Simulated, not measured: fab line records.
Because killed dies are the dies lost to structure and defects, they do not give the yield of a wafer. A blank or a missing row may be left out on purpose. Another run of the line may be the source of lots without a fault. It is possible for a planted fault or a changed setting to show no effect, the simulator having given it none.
Lot-split experiment :: flow n5_finfet :: 7 lots, 21 wafers read, on a route of 1938 steps

## ABOUT THE SPLIT
At N5_BEOL_M7_ETCH_62 (etches SOC in N2/H2, target depth 110 nm, overetch 22 nm, time 165 s), the setting source_w was moved away from the recipe's 840 W on 7 of the 21 wafers read, by -16.8% to -6.7%. For the rest of the wafers, this setting stayed at what the recipe calls for.

The split's own step is where the reading is taken.

## THE READING
rf_vpp_V, in V, at N5_BEOL_M7_ETCH_62 (etches SOC in N2/H2, target depth 110 nm, overetch 22 nm, time 165 s). On this fab line, fault-free wafers typically give 523.4 V with a standard deviation of 2.2 V.

wafer: L076.1
tool, chamber at the split: rie_diel-05, 2
source_w as run, W: 840
against the recipe: recipe
rf_vpp_V, V: 524.8
against lot-mates on the recipe: -

wafer: L076.2
tool, chamber at the split: rie_diel-05, 1
source_w as run, W: 840
against the recipe: recipe
rf_vpp_V, V: 524.5
against lot-mates on the recipe: -

wafer: L076.3
tool, chamber at the split: rie_diel-05, 3
source_w as run, W: 698.8
against the recipe: -16.8%
rf_vpp_V, V: 557.9
against lot-mates on the recipe: +33.2

wafer: L075.1
tool, chamber at the split: rie_diel-04, 3
source_w as run, W: 840
against the recipe: recipe
rf_vpp_V, V: 524.7
against lot-mates on the recipe: -

wafer: L075.5
tool, chamber at the split: rie_diel-04, 0
source_w as run, W: 732.4
against the recipe: -12.8%
rf_vpp_V, V: 546.6
against lot-mates on the recipe: +22.4

wafer: L075.6
tool, chamber at the split: rie_diel-04, 1
source_w as run, W: 840
against the recipe: recipe
rf_vpp_V, V: 523.6
against lot-mates on the recipe: -

wafer: L080.1
tool, chamber at the split: rie_diel-05, 2
source_w as run, W: 840
against the recipe: recipe
rf_vpp_V, V: 522.5
against lot-mates on the recipe: -

wafer: L080.3
tool, chamber at the split: rie_diel-05, 3
source_w as run, W: 840
against the recipe: recipe
rf_vpp_V, V: 526.2
against lot-mates on the recipe: -

wafer: L080.5
tool, chamber at the split: rie_diel-05, 1
source_w as run, W: 733
against the recipe: -12.7%
rf_vpp_V, V: 549.2
against lot-mates on the recipe: +24.9

wafer: L083.2
tool, chamber at the split: rie_diel-06, 2
source_w as run, W: 840
against the recipe: recipe
rf_vpp_V, V: 521.6
against lot-mates on the recipe: -

wafer: L083.3
tool, chamber at the split: rie_diel-06, 1
source_w as run, W: 840
against the recipe: recipe
rf_vpp_V, V: 528.6
against lot-mates on the recipe: -

wafer: L083.4
tool, chamber at the split: rie_diel-06, 3
source_w as run, W: 840
against the recipe: recipe
rf_vpp_V, V: 521.2
against lot-mates on the recipe: -

wafer: L092.1
tool, chamber at the split: rie_diel-06, 1
source_w as run, W: 705.3
against the recipe: -16.0%
rf_vpp_V, V: 560.6
against lot-mates on the recipe: no lot-mate on the recipe

wafer: L092.4
tool, chamber at the split: rie_diel-06, 0
source_w as run, W: 705.3
against the recipe: -16.0%
rf_vpp_V, V: 552.6
against lot-mates on the recipe: no lot-mate on the recipe

wafer: L092.5
tool, chamber at the split: rie_diel-06, 3
source_w as run, W: 705.3
against the recipe: -16.0%
rf_vpp_V, V: 552.3
against lot-mates on the recipe: no lot-mate on the recipe

wafer: L094.1
tool, chamber at the split: rie_diel-06, 1
source_w as run, W: 840
against the recipe: recipe
rf_vpp_V, V: 528.5
against lot-mates on the recipe: -

wafer: L094.2
tool, chamber at the split: rie_diel-06, 2
source_w as run, W: 840
against the recipe: recipe
rf_vpp_V, V: 521.5
against lot-mates on the recipe: -

wafer: L094.4
tool, chamber at the split: rie_diel-06, 3
source_w as run, W: 840
against the recipe: recipe
rf_vpp_V, V: 520.5
against lot-mates on the recipe: -

wafer: L096.1
tool, chamber at the split: rie_diel-06, 2
source_w as run, W: 840
against the recipe: recipe
rf_vpp_V, V: 522.0
against lot-mates on the recipe: -

wafer: L096.2
tool, chamber at the split: rie_diel-06, 3
source_w as run, W: 783.9
against the recipe: -6.7%
rf_vpp_V, V: 533.8
against lot-mates on the recipe: +11.8

wafer: L096.3
tool, chamber at the split: rie_diel-06, 0
source_w as run, W: 840
against the recipe: recipe
rf_vpp_V, V: 522.1
against lot-mates on the recipe: -

FIT RESULTS
A straight line over all 21 wafers: rf_vpp_V changes by -1.95 V for each +1% of source_w; r = -0.98; the points scatter about the line by 2.8 V.
The same after taking each lot's own level away (the mean of its wafers on the recipe; 18 wafers): -1.9 V for each +1%; r = -0.98; scatter 2.3 V.
The reading moves by 32 V for the largest change in source_w, on that fit.
The lots' own levels span 522.05 to 524.65 V, that is 1.2 times the standard deviation above.
The two slopes are in agreement: the lot-to-lot level therefore moves the slope only a little.
Check: for one of the wafers moved furthest among these (-16.8%), held out of the fit, the line's prediction against its lot-mates is +30.9 V. Against them it came out at +33.2 V.
Tool readings at the split's step, against how far the setting was moved: rf_vpp_V r = -0.98.

## FURTHER SPLITS ON THESE WAFERS
These wafers also went through other splits before the reading. Each is held against what the fit with the lots' levels taken away leaves over:
other split on the same wafers: N5_BEOL_M7_EXPOSE_08 dose_mj
wafers away from the commonest value: 8
r with rf_vpp_V (lot level and that fit taken away): -0.07

## THE WHOLE CHAIN: every reading that the file lists as answering this split, in the file's order
step: N5_BEOL_M7_ETCH_62
what it does: etches SOC in N2/H2, target depth 110 nm, overetch 22 nm, time 165 s
reading: rf_vpp_V
change (the file's fit): -1.9 V for each +1% of the setting
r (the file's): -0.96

step: N5_BEOL_M7_ETCH_62
what it does: etches SOC in N2/H2, target depth 110 nm, overetch 22 nm, time 165 s
reading: SiARC_of_BEOL_M7_COAT_60.thk_nm (the simulator's own value, which no gauge read)
change (the file's fit): -0.043 nm for each +1% of the setting
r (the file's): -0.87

## THE FILE'S OWN FIT
rf_vpp_V changes by -1.9 V for each +1% of source_w, r = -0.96.
